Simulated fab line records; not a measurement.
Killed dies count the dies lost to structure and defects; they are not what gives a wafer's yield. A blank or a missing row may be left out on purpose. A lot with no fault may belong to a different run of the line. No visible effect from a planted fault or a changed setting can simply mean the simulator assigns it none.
fab line records    flow n5-finfet
[record] lots = 9  wafers = 27  last-day = 17
route steps=1938 shown MOL_CONTACT_COAG@538 TV_OPEN@1887 PASSIVATION@1916
lots that met no fault: taken from a fault-free run of the same line
start-h: hours from the record's first day to the start of the lot's first wafer shown    wait-h: how many hours have passed since the lot's step before this one    " as in the row above    L1.1+2: several wafers, shown together as one row    - no value, or no start given    * or withheld: withheld    < > ~ a bound
route shown NAME@n: NAME is a module with steps in the file, n the number in the route of the first one    usual: average and standard deviation across the fault-free wafers    same: alike in all rows    chamber/n: place in a boat    sites: each site's reading    _std_site: standard deviation across them    _edge_site: mean of outer sites minus mean of inner sites    radius-mm: how far each site lies from the wafer's centre    mask NAME#n: copy n    behind: the tool/chamber that last shaped the wafer    hold: why the lot was held/for how many hours/how that ended    device: which transistor (n, p or np) failed to switch    end of line: the route-end tests of the same wafers    for a step that has no rows: nothing shown but its recipe    killed: dies lost to structure and defects at the first sort, not the wafer's yield    map: shows each die of a wafer: x if killed, . if not, _ if none is there
set.NAME: the setting that was run; set.NAME@STEP: the one run at that earlier step    model.NAME: the simulator's own value behind a step, which no gauge read
steps of the route over a sample of lots; a table a step, a row a wafer
services: when a tool's chamber went out of use (start-h, in hours from the record's first day, below 0 if earlier), for how many hours, and the reason
[[steps]]
[step N5_MOL_CONTACT_COAG_ETCH_110]
[recipe] chemistry = CF4/O2  target = Si  target-depth-a = 25  time-s = 8  pressure-mtorr = 100  source-w = 200  bias-w = 12  ion-energy-ev = 60  Ar_flow_sccm = 100  cf4-flow-sccm = 100  O2_flow_sccm = 10
[usual] O2_flow_sccm = 9.998/0.03  drypump-motor-current-A = 5.9/0.4  oes-product-au = 0.80/0.088  rf-vpp-V = 128.0/2.8  showerhead-plenum-p-Torr = 2.22/0.068  throttle-valve-pct = 10.68/0.23
lot.wafer  tool         chamber  start-h  wait-h  O2_flow_sccm  drypump-motor-current-A  oes-product-au  rf-hours-counter-h  rf-vpp-V  showerhead-plenum-p-Torr  throttle-valve-pct
L573.2     rie-diel-04  2        87.75    0.0     9.946         6.1                      0.73            190                 129.9     2.19                      10.82
L573.3     "            0        "        "       9.997         5.8                      0.70            230                 126.0     2.12                      10.90
L573.6     "            0        "        "       9.949         5.8                      0.70            -                   126.6     2.12                      10.91
L574.1     rie-diel-03  0        94.23    0.0     9.951         6.0                      0.76            94                  128.8     2.15                      10.60
L574.4     "            2        "        "       9.982         5.7                      0.82            96                  123.1     2.24                      10.57
L574.6     "            1        "        "       10.001        6.6                      0.73            -                   125.6     2.21                      11.00
L576.2     rie-diel-03  0        110.92   0.0     10.001        6.0                      0.77            100                 129.9     2.14                      10.61
L576.3     "            2        "        "       10.010        5.7                      0.82            103                 123.1     2.24                      10.57
L576.4     "            3        "        "       9.991         5.9                      0.73            158                 130.4     2.13                      10.96
L578.1     rie-diel-02  3        117.04   0.0     10.002        5.5                      0.66            246                 131.3     2.28                      11.22
L578.4     "            2        "        "       10.040        5.9                      0.74            145                 128.0     2.30                      10.65
L578.6     "            0        "        "       9.984         6.3                      0.88            -                   126.1     2.17                      10.54
L582.3     rie-diel-04  3        141.74   0.0     9.996         5.1                      0.92            14                  131.7     2.27                      10.58
L582.4     "            1        "        "       9.967         6.3                      0.84            71                  125.1     2.16                      10.36
L582.6     "            1        "        "       9.972         6.3                      0.84            -                   123.3     2.16                      10.34
L586.2     rie-diel-02  1        168.41   0.0     10.038        6.0                      0.70            208                 127.7     2.22                      10.85
L586.3     "            0        "        "       9.979         6.3                      0.86            74                  127.5     2.16                      10.62
L586.5     "            0        "        "       10.021        6.3                      0.86            -                   127.8     2.16                      10.60
L588.3     rie-diel-03  2        176.28   0.0     9.967         5.6                      0.79            128                 123.5     2.23                      10.64
L588.5     "            1        "        "       10.004        6.6                      0.71            -                   124.8     2.20                      11.06
L588.6     "            2        "        "       9.976         5.7                      0.79            -                   123.7     2.23                      10.63
L595.2     rie-diel-02  3        221.24   0.1     9.982         5.5                      0.88            23                  131.1     2.27                      10.57
L595.4     "            1        "        "       9.952         6.0                      0.68            -                   128.1     2.21                      10.90
L595.6     "            3        "        "       10.016        5.5                      0.88            -                   131.3     2.27                      10.59
L596.3     rie-diel-02  3        227.04   0.1     9.951         5.5                      0.86            -                   130.2     2.27                      10.58
L596.5     "            1        "        "       9.965         6.0                      0.67            -                   127.5     2.21                      10.89
L596.6     "            3        "        "       9.961         5.5                      0.86            -                   131.7     2.27                      10.58
[step N5_PASSIVATION_PASS_ETCH_74]
[recipe] chemistry = CF4/O2  target = SiNx  target-depth-a = 2200  time-s = 110  ion-energy-ev = 100  pressure-mtorr = 40  source-w = 535  bias-w = 49  Ar_flow_sccm = 100  cf4-flow-sccm = 100  O2_flow_sccm = 10
[usual] O2_flow_sccm = 9.999/0.029  drypump-motor-current-A = 5.7/0.56  oes-product-au = 0.74/0.072  rf-vpp-V = 239/4.9  showerhead-plenum-p-Torr = 2.18/0.058  throttle-valve-pct = 16.18/0.22
lot.wafer  tool         chamber  start-h  wait-h  O2_flow_sccm  drypump-motor-current-A  oes-product-au  rf-hours-counter-h  rf-vpp-V  showerhead-plenum-p-Torr  throttle-valve-pct
L573.2     rie-diel-05  1        271.00   0.0     10.023        5.2                      0.67            212                 246       2.19                      16.50
L573.3     "            2        "        "       9.978         6.3                      0.73            170                 245       2.21                      16.39
L573.6     "            0        "        "       10.049        5.9                      0.77            -                   233       2.12                      15.99
L574.1     rie-diel-01  0        276.29   0.0     10.046        5.3                      0.79            113                 234       2.23                      16.03
L574.4     "            2        "        "       10.002        5.9                      0.81            92                  235       2.13                      15.98
L574.6     "            0        "        "       10.032        5.3                      0.79            -                   234       2.23                      16.00
L576.2     rie-diel-05  2        285.46   0.0     9.955         6.3                      0.73            175                 246       2.21                      16.40
L576.3     "            1        "        "       9.992         5.2                      0.67            216                 246       2.19                      16.51
L576.4     "            3        "        "       9.939         4.7                      0.72            205                 241       2.18                      16.06
L578.1     rie-diel-01  1        305.15   0.0     10.054        6.4                      0.68            246                 238       2.09                      16.29
L578.4     "            0        "        "       9.980         5.3                      0.78            121                 234       2.22                      16.03
L578.6     "            0        "        "       10.032        5.3                      0.79            -                   232       2.22                      16.04
L582.3     rie-diel-01  1        324.48   0.0     10.042        6.4                      0.68            251                 237       2.09                      16.28
L582.4     "            3        "        "       9.980         5.7                      0.69            -                   241       2.18                      16.24
L582.6     "            2        "        "       9.961         5.9                      0.79            -                   236       2.13                      15.99
L588.3     rie-diel-05  3        347.85   0.0     10.026        4.7                      0.70            224                 241       2.17                      16.10
L588.5     "            2        "        "       10.003        6.3                      0.71            -                   246       2.20                      16.43
L588.6     "            1        "        "       10.047        5.2                      0.65            -                   246       2.19                      16.55
L586.2     rie-diel-06  2        370.49   0.0     9.997         6.2                      0.90            21                  242       2.26                      15.95
L586.3     "            0        "        "       9.985         6.2                      0.74            170                 240       2.28                      15.81
L586.5     "            0        "        "       9.922         6.1                      0.74            -                   239       2.28                      15.82
L595.2     rie-diel-05  0        405.69   0.0     10.022        5.8                      0.75            187                 232       2.11                      16.08
L595.4     "            0        "        "       10.006        5.8                      0.74            -                   231       2.11                      16.07
L595.6     "            3        "        "       10.026        4.7                      0.69            -                   240       2.17                      16.13
L596.3     rie-diel-01  0        413.07   0.0     10.056        5.3                      0.76            155                 232       2.21                      16.10
L596.5     "            1        "        "       10.034        6.4                      0.91            -                   241       2.34                      15.81
L596.6     "            2        "        "       9.995         5.9                      0.77            -                   234       2.12                      16.06
[step N5_PASSIVATION_PECVD_35]
[recipe] material = SiNx  target-thk-a = 7000  temp-c = 400  precursor = SiH4/NH3/N2  pressure-torr = 4.9  rf-w = 1406  time-s = 151.3
[usual] heater-power-w = 385/110  showerhead-plenum-p-Torr = 8.66/0.058  throttle-valve-pct = 29.8/1.4
lot.wafer  tool      chamber  start-h  wait-h  heater-power-w  showerhead-plenum-p-Torr  throttle-valve-pct
L573.2     pecvd-02  0        274.57   0.1     333             8.66                      31.7
L573.3     "         1        "        "       208             8.65                      29.4
L573.6     "         1        "        "       105             8.64                      29.4
L574.1     pecvd-02  0        280.92   0.1     450             8.66                      31.5
L574.4     "         2        "        "       527             8.68                      29.0
L574.6     "         0        "        "       468             8.65                      31.5
L576.2     pecvd-02  2        288.25   0.1     415             8.67                      29.0
L576.3     "         1        "        "       212             8.66                      29.1
L576.4     "         2        "        "       470             8.67                      29.1
L578.1     pecvd-01  1        308.34   0.1     411             8.75                      31.5
L578.4     "         1        "        "       441             8.79                      31.2
L578.6     "         1        "        "       298             8.78                      31.4
L582.3     pecvd-03  1        327.88   0.1     339             8.77                      30.9
L582.4     "         0        "        "       306             8.60                      29.8
L582.6     "         2        "        "       283             8.58                      29.1
L588.3     pecvd-02  0        350.66   0.1     412             8.65                      31.7
L588.5     "         1        "        "       191             8.64                      29.3
L588.6     "         2        "        "       512             8.71                      29.1
L586.2     pecvd-01  0        375.57   0.1     435             8.61                      29.9
L586.3     "         2        "        "       511             8.70                      26.6
L586.5     "         1        "        "       290             8.77                      31.2
L595.2     pecvd-02  1        409.07   0.1     145             8.65                      29.2
L595.4     "         0        "        "       445             8.67                      31.6
L595.6     "         1        "        "       172             8.66                      29.3
L596.3     pecvd-01  0        415.73   0.1     536             8.61                      30.0
L596.5     "         1        "        "       444             8.77                      31.5
L596.6     "         0        "        "       371             8.62                      30.1
[step N5_PASSIVATION_DESCUM_46]
[recipe] chemistry = O2  time-s = 7.9  source-power-w = 50  bias-power-w = 20  pressure-mtorr = 20  rf-frequency-hz = 2.712e+07  temp-c = 40  o2-flow-sccm = 225
[usual] drypump-motor-current-A = 5.9/0.4  o2-flow-sccm = 225.0/0.7  oes-product-au = 0.80/0.089  rf-vpp-V = 243.0/1.4  showerhead-plenum-p-Torr = 2.07/0.071  throttle-valve-pct = 20.33/0.19
lot.wafer  tool         chamber  start-h  wait-h  drypump-motor-current-A  o2-flow-sccm  oes-product-au  rf-hours-counter-h  rf-vpp-V  showerhead-plenum-p-Torr  throttle-valve-pct
L573.2     rie-diel-03  1        275.23   0.0     6.6                      224.4         1.02            2                   242.5     2.06                      20.34
L573.3     "            0        "        "       6.0                      223.9         0.73            164                 242.0     1.99                      20.35
L573.6     "            1        "        "       6.6                      224.3         1.02            -                   242.5     2.06                      20.34
L574.1     rie-diel-02  1        281.44   0.0     6.0                      225.3         0.66            250                 243.1     2.04                      20.18
L574.4     "            3        "        "       5.5                      226.3         0.85            47                  244.4     2.11                      20.42
L574.6     "            3        "        "       5.5                      226.5         0.85            -                   243.6     2.11                      20.42
L576.2     rie-diel-03  0        288.79   0.0     6.0                      225.5         0.73            169                 241.4     1.99                      20.36
L576.3     "            1        "        "       6.6                      224.6         0.99            7                   241.6     2.06                      20.35
L576.4     "            3        "        "       5.9                      225.4         0.68            228                 241.5     1.97                      20.67
L578.1     rie-diel-03  1        308.92   0.0     6.6                      225.0         0.96            16                  242.9     2.06                      20.34
L578.4     "            1        "        "       6.6                      225.9         0.96            -                   243.1     2.06                      20.35
L578.6     "            3        "        "       5.9                      225.3         0.67            -                   242.8     1.97                      20.71
L582.3     rie-diel-03  1        328.44   0.1     6.6                      225.5         0.95            24                  242.2     2.05                      20.37
L582.4     "            2        "        "       5.7                      225.0         0.74            186                 243.7     2.06                      20.27
L582.6     "            3        "        "       5.9                      224.8         0.67            -                   241.4     1.97                      20.72
L588.3     rie-diel-02  1        351.33   0.1     6.1                      225.0         0.88            20                  242.4     2.04                      19.94
L588.5     "            0        "        "       6.3                      225.5         0.79            -                   242.1     2.00                      20.36
L588.6     "            1        "        "       6.1                      225.2         0.89            -                   243.7     2.04                      19.94
L586.2     rie-diel-03  0        376.84   0.7     6.0                      224.8         0.70            199                 242.7     1.98                      20.39
L586.3     "            3        "        "       5.9                      225.4         0.97            8                   245.7     2.23                      20.37
L586.5     "            0        "        "       6.0                      225.9         0.70            -                   242.2     1.98                      20.40
L595.2     rie-diel-03  0        410.14   0.5     6.0                      225.8         0.70            214                 240.0     1.98                      20.44
L595.4     "            2        "        "       5.7                      223.9         0.71            -                   243.8     2.05                      20.32
L595.6     "            0        "        "       6.0                      224.9         0.70            -                   240.7     1.98                      20.44
L596.3     rie-diel-04  1        416.38   0.0     6.3                      225.4         0.76            163                 242.2     2.00                      20.16
L596.5     "            1        "        "       6.3                      226.0         0.75            -                   242.0     2.00                      20.14
L596.6     "            2        "        "       6.1                      225.3         0.87            -                   241.5     2.04                      20.22
[step N5_PASSIVATION_PROBE_49]
[usual] defect-limited-yield = 91.2/1.6  killed_at_M0_to_M3 = 31/10  killed_at_M4_up = 14/4.4  killed-at-contacts = 13/6  killed-at-front-end = 43/13  killed-at-other = 3.5/2.6  killed-dies = 104/18  killed-on-rim = 14/4.6  killed-open = 68/14  killed-short = 34/8.1  sort_bin_4_leakage = 0.01/0.073  sort_bin_5_function = 5.1/1.1  sort_bin_6_memory = 3.3/0.68  sort_bin_8_speed = 0.00/0.0071  sort-n-pass = 1076/18  sort-yield-pct = 91.2/1.6
[same] gross-dies = 1180  killed-at-back-side = 0
lot.wafer  tool       chamber  start-h  wait-h  defect-limited-yield[%]  killed_at_M0_to_M3  killed_at_M4_up  killed-at-contacts  killed-at-front-end  killed-at-other  killed-dies  killed-on-rim  killed-open  killed-short  sort_bin_4_leakage[%]  sort_bin_5_function[%]  sort_bin_6_memory[%]  sort_bin_8_speed[%]  sort-n-pass  sort-yield-pct[%]
L573.2     prober-01  -        278.32   0.1     91.7                     32                  5                5                   49                   7                98           13             56           42            0                      4.8                     3.1                   0                    1082         91.7
L573.3     prober-01  -        278.37   0.1     89.7                     38                  13               11                  50                   10               122          14             68           52            0                      6.6                     3.5                   0                    1058         89.7
L573.6     prober-01  -        278.52   0.3     91.7                     26                  12               11                  42                   7                98           14             62           35            0                      5.2                     2.8                   0                    1082         91.7
L574.1     prober-02  -        284.49   0.0     92.7                     24                  8                11                  42                   1                86           1              55           31            0                      4.0                     3.1                   0                    1094         92.7
L574.4     prober-02  -        284.64   0.2     91.9                     36                  8                18                  27                   6                95           11             61           34            0                      5.1                     2.7                   0                    1085         91.9
L574.6     prober-02  -        284.74   0.3     93.3                     23                  11               13                  32                   0                79           7              57           22            0                      3.4                     3.1                   0                    1101         93.3
L576.2     prober-02  -        292.30   0.1     95.0                     18                  7                6                   27                   1                59           8              41           17            0                      2.6                     2.3                   0                    1121         95.0
L576.3     prober-02  -        292.35   0.1     93.2                     28                  9                12                  26                   5                80           10             51           29            0.08                   3.6                     3.1                   0                    1099         93.1
L576.4     prober-02  -        292.40   0.2     93.6                     29                  10               9                   23                   4                75           10             45           29            0                      3.9                     2.1                   0                    1105         93.6
L578.1     prober-01  -        311.97   0.0     89.7                     22                  11               17                  63                   8                121          15             87           33            0                      5.6                     4.4                   0                    1059         89.7
L578.4     prober-01  -        312.12   0.2     90.3                     26                  11               17                  54                   7                115          15             73           41            0                      6.4                     3.2                   0                    1065         90.3
L578.6     prober-01  -        312.22   0.3     90.6                     28                  7                8                   64                   4                111          16             69           39            0                      6.1                     3.2                   0                    1069         90.6
L582.3     prober-01  -        331.59   0.1     91.0                     20                  16               13                  51                   6                106          7              71           34            0                      5.2                     3.2                   0                    1074         91.0
L582.4     prober-01  -        331.64   0.2     85.8                     21                  6                114                 23                   3                167          21             32           24            0                      7.1                     3.3                   0                    1013         85.8
L582.6     prober-01  -        331.74   0.3     81.0                     35                  12               115                 58                   4                224          36             67           41            0                      10.6                    3.9                   0                    956          81.0
L586.2     prober-01  -        379.97   0.1     93.1                     28                  16               5                   30                   3                82           11             52           29            0                      4.0                     2.8                   0                    1098         93.1
L586.3     prober-01  -        380.02   0.1     92.6                     33                  18               8                   26                   2                87           9              65           19            0                      4.1                     3.1                   0                    1093         92.6
L586.5     prober-01  -        380.12   0.2     92.5                     14                  17               15                  41                   2                89           11             69           17            0                      4.2                     3.3                   0                    1091         92.5
L595.2     prober-01  -        413.81   0.1     89.4                     44                  11               8                   60                   2                125          19             86           38            0                      6.3                     4.1                   0                    1055         89.4
L595.4     prober-01  -        413.91   0.2     91.3                     38                  11               15                  39                   0                103          13             74           26            0                      5.3                     3.2                   0                    1077         91.3
L595.6     prober-01  -        414.01   0.3     91.1                     37                  9                10                  49                   0                105          11             71           33            0                      4.4                     3.9                   0                    1075         91.1
// killed by level:class
L573.2 FIN_SAQP:geometric-particle:open=15 BEOL_M0_SAQP:geometric-particle:short=12 FIN_SAQP:geometric-particle:short=11 BEOL_M3:geometric-particle:open=7 BEOL_M0_SAQP:geometric-particle:open=6 STARTING-WAFER:geometric-particle:short=6 DUMMY_GATE:geometric-particle:open=5 MOL_CONTACT_COAG:geometric-particle:open=4
L573.3 FIN_SAQP:geometric-particle:short=20 BEOL_M0_SAQP:geometric-particle:open=10 BEOL_M3:geometric-particle:open=10 MOL_CONTACT_COAG:geometric-particle:open=9 FIN_SAQP:geometric-particle:open=8 STI_FIN_REVEAL:geometric-particle:open=7 BEOL_M4:geometric-particle:open=7 BEOL_M3:geometric-particle:short=6
L573.6 FIN_SAQP:geometric-particle:short=12 FIN_SAQP:geometric-particle:open=11 MOL_CONTACT_COAG:geometric-particle:open=9 BEOL_M3:geometric-particle:open=7 STI_FIN_REVEAL:geometric-particle:open=6 BEOL_M0_SAQP:geometric-particle:open=5 BEOL_M0_SAQP:geometric-particle:short=5 BEOL_M7:geometric-particle:open=5
L574.1 FIN_SAQP:geometric-particle:open=16 FIN_SAQP:geometric-particle:short=9 MOL_CONTACT_COAG:geometric-particle:open=7 BEOL_M0_SAQP:geometric-particle:short=5 GATE_CUT:geometric-particle:short=4 GATE_CUT:geometric-particle:open=4 MOL_CONTACT_COAG:geometric-particle:short=4 BEOL_M0:geometric-particle:open=4
L574.4 MOL_CONTACT_COAG:geometric-particle:open=12 FIN_SAQP:geometric-particle:open=6 FIN_SAQP:geometric-particle:short=6 MOL_CONTACT_COAG:geometric-particle:short=6 BEOL_M3:geometric-particle:open=6 BEOL_M1:geometric-particle:open=6 BEOL_M0_SAQP:geometric-particle:open=5 BEOL_M0:geometric-particle:open=5
L574.6 FIN_SAQP:geometric-particle:open=16 MOL_CONTACT_COAG:geometric-particle:open=13 BEOL_M4:geometric-particle:open=7 FIN_SAQP:geometric-particle:short=6 BEOL_M1:geometric-particle:open=6 BEOL_M0:geometric-particle:open=5 BEOL_M0_SAQP:geometric-particle:short=4 BEOL_M3:geometric-particle:open=4
L576.2 DUMMY_GATE:geometric-particle:open=9 BEOL_M0_SAQP:geometric-particle:open=6 MOL_CONTACT_COAG:geometric-particle:open=5 BEOL_M3:geometric-particle:open=5 FIN_SAQP:geometric-particle:open=4 BEOL_M0_SAQP:geometric-particle:short=3 BEOL_M5:geometric-particle:open=3 FIN_SAQP:geometric-particle:short=2
L576.3 MOL_CONTACT_COAG:geometric-particle:open=11 BEOL_M3:geometric-particle:open=8 BEOL_M0_SAQP:geometric-particle:short=6 FIN_SAQP:geometric-particle:open=4 FIN_SAQP:geometric-particle:short=4 STARTING-WAFER:geometric-particle:open=4 GATE_CUT:geometric-particle:short=4 BEOL_M2:geometric-particle:open=4
L576.4 BEOL_M0_SAQP:geometric-particle:short=11 MOL_CONTACT_COAG:geometric-particle:open=8 DUMMY_GATE:geometric-particle:open=6 BEOL_M5:geometric-particle:open=6 BEOL_M0:geometric-particle:open=5 FIN_SAQP:geometric-particle:short=4 STI_FIN_REVEAL:geometric-particle:open=4 BEOL_M2:geometric-particle:open=4
L578.1 STI_FIN_REVEAL:geometric-particle:open=19 MOL_CONTACT_COAG:geometric-particle:open=16 BEOL_M1:geometric-particle:open=10 FIN_SAQP:geometric-particle:short=9 FIN_SAQP:geometric-particle:open=9 DUMMY_GATE:geometric-particle:open=8 BEOL_M4:geometric-particle:open=6 STI_FIN_REVEAL:geometric-particle:short=6
L578.4 MOL_CONTACT_COAG:geometric-particle:open=17 STI_FIN_REVEAL:geometric-particle:open=14 FIN_SAQP:geometric-particle:short=10 BEOL_M1:geometric-particle:open=10 GATE_CUT:geometric-particle:short=8 FIN_SAQP:geometric-particle:open=7 BEOL_M0_SAQP:geometric-particle:short=6 DUMMY_GATE:geometric-particle:open=5
L578.6 FIN_SAQP:geometric-particle:short=15 STI_FIN_REVEAL:geometric-particle:open=12 DUMMY_GATE:geometric-particle:open=9 BEOL_M0_SAQP:geometric-particle:open=9 BEOL_M0_SAQP:geometric-particle:short=8 MOL_CONTACT_COAG:geometric-particle:open=7 STARTING-WAFER:geometric-particle:open=7 FIN_SAQP:geometric-particle:open=6
L582.3 MOL_CONTACT_COAG:geometric-particle:open=12 FIN_SAQP:geometric-particle:open=9 GATE_CUT:geometric-particle:open=9 BEOL_M4:geometric-particle:open=9 FIN_SAQP:geometric-particle:short=7 DUMMY_GATE:geometric-particle:open=6 GATE_CUT:geometric-particle:short=6 BEOL_M0_SAQP:geometric-particle:open=5
L582.4 MOL_CONTACT_COAG:unspecified=111 BEOL_M1:geometric-particle:short=5 BEOL_M2:geometric-particle:open=5 FIN_SAQP:geometric-particle:open=4 BEOL_M1:geometric-particle:open=4 FIN_SAQP:geometric-particle:short=3 STI_FIN_REVEAL:geometric-particle:open=3 GATE_CUT:geometric-particle:short=3
L582.6 MOL_CONTACT_COAG:unspecified=111 FIN_SAQP:geometric-particle:short=15 FIN_SAQP:geometric-particle:open=14 BEOL_M0_SAQP:geometric-particle:short=14 BEOL_M0_SAQP:geometric-particle:open=12 GATE_CUT:geometric-particle:open=6 BEOL_M4:geometric-particle:open=5 HKMG_FIN:area-etch=5
L586.2 BEOL_M4:geometric-particle:open=8 BEOL_M0_SAQP:geometric-particle:short=7 FIN_SAQP:geometric-particle:open=6 BEOL_M2:geometric-particle:open=6 MOL_CONTACT_COAG:geometric-particle:open=5 BEOL_M1:geometric-particle:short=5 ILD0:geometric-particle:open=4 GATE_CUT:geometric-particle:open=4
L586.3 BEOL_M1:geometric-particle:open=8 BEOL_M2:geometric-particle:open=8 BEOL_M4:geometric-particle:open=8 MOL_CONTACT_COAG:geometric-particle:open=7 BEOL_M3:geometric-particle:open=7 FIN_SAQP:geometric-particle:open=6 BEOL_M0_SAQP:geometric-particle:open=5 STARTING-WAFER:geometric-particle:open=5
L586.5 MOL_CONTACT_COAG:geometric-particle:open=15 STI_FIN_REVEAL:geometric-particle:open=11 FIN_SAQP:geometric-particle:open=8 BEOL_M4:geometric-particle:open=8 BEOL_M2:geometric-particle:open=4 BEOL_M3:geometric-particle:open=4 FIN_SAQP:geometric-particle:short=3 DUMMY_GATE:geometric-particle:short=3
L595.2 FIN_SAQP:geometric-particle:open=16 STI_FIN_REVEAL:geometric-particle:open=16 BEOL_M2:geometric-particle:open=16 FIN_SAQP:geometric-particle:short=8 MOL_CONTACT_COAG:geometric-particle:open=7 BEOL_M1:geometric-particle:open=7 BEOL_M1:geometric-particle:short=7 BEOL_M2:geometric-particle:short=6
L595.4 BEOL_M1:geometric-particle:open=15 MOL_CONTACT_COAG:geometric-particle:open=14 BEOL_M2:geometric-particle:open=9 FIN_SAQP:geometric-particle:open=8 BEOL_M4:geometric-particle:open=5 STI_FIN_REVEAL:geometric-particle:open=5 DUMMY_GATE:geometric-particle:open=4 STARTING-WAFER:geometric-particle:short=4
L595.6 STI_FIN_REVEAL:geometric-particle:open=14 DUMMY_GATE:geometric-particle:open=12 BEOL_M0_SAQP:geometric-particle:open=10 MOL_CONTACT_COAG:geometric-particle:open=7 BEOL_M1:geometric-particle:open=7 BEOL_M2:geometric-particle:open=6 BEOL_M0_SAQP:geometric-particle:short=5 BEOL_M3:geometric-particle:open=5
[[services]]
tool         chamber  start-h  hours  kind
pecvd-01     1        71.64    186.0  repair
pecvd-01     0        81.99    4.8    repair
rie-diel-04  3        99.28    11.7   repair
pecvd-01     2        100.60   8.7    repair
pecvd-01     0        100.81   2.4    repair
rie-diel-01  -        163.38   1.2    repair
pecvd-01     0        180.55   29.4   repair
pecvd-02     1        185.11   2.6    repair
rie-diel-02  1        186.80   2.4    repair
rie-diel-02  0        218.61   13.5   repair
rie-diel-05  0        244.70   16.5   repair
rie-diel-03  2        280.67   4.3    repair
rie-diel-05  3        289.73   3.8    repair
rie-diel-03  0        298.30   15.4   repair
rie-diel-01  0        319.60   5.4    repair
rie-diel-02  2        324.37   9.4    repair
rie-diel-03  1        329.91   16.6   repair
rie-diel-05  0        330.30   1.4    repair
rie-diel-01  1        361.78   7.6    repair
rie-diel-03  -        369.26   2.8    pm
rie-diel-03  3        401.22   14.2   repair
rie-diel-01  3        406.29   6.9    repair
rie-diel-01  0        407.15   4.4    repair
rie-diel-01  0        415.40   1.4    repair
[[key]]
[first-sign] step = N5_PASSIVATION_PROBE_49  reading = killed-at-contacts  direction = up  sigmas = 17  usual = 13  struck = 114
[effect] step = N5_PASSIVATION_PROBE_49  reading = defect-limited-yield  direction = down  sigmas = 5  usual = 91.2  struck = 83.4
[more-kills-born-at] N5_MOL_CONTACT_COAG_ETCH_110@rie-diel-04 = 222
met-at N5_MOL_CONTACT_COAG_ETCH_110
struck-lots L582
struck-wafers L582.4,L582.6
not-acting-at N5_PASSIVATION_PASS_ETCH_74,N5_PASSIVATION_PECVD_35,N5_PASSIVATION_DESCUM_46
[fault] kind = chamber-particle-source  tool = rie-diel-04  chamber = 1  onset-h = 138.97  steps = N5_MOL_CONTACT_COAG_ETCH_110  rate-per-visit-cm2 = 1.9252  end-h = 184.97
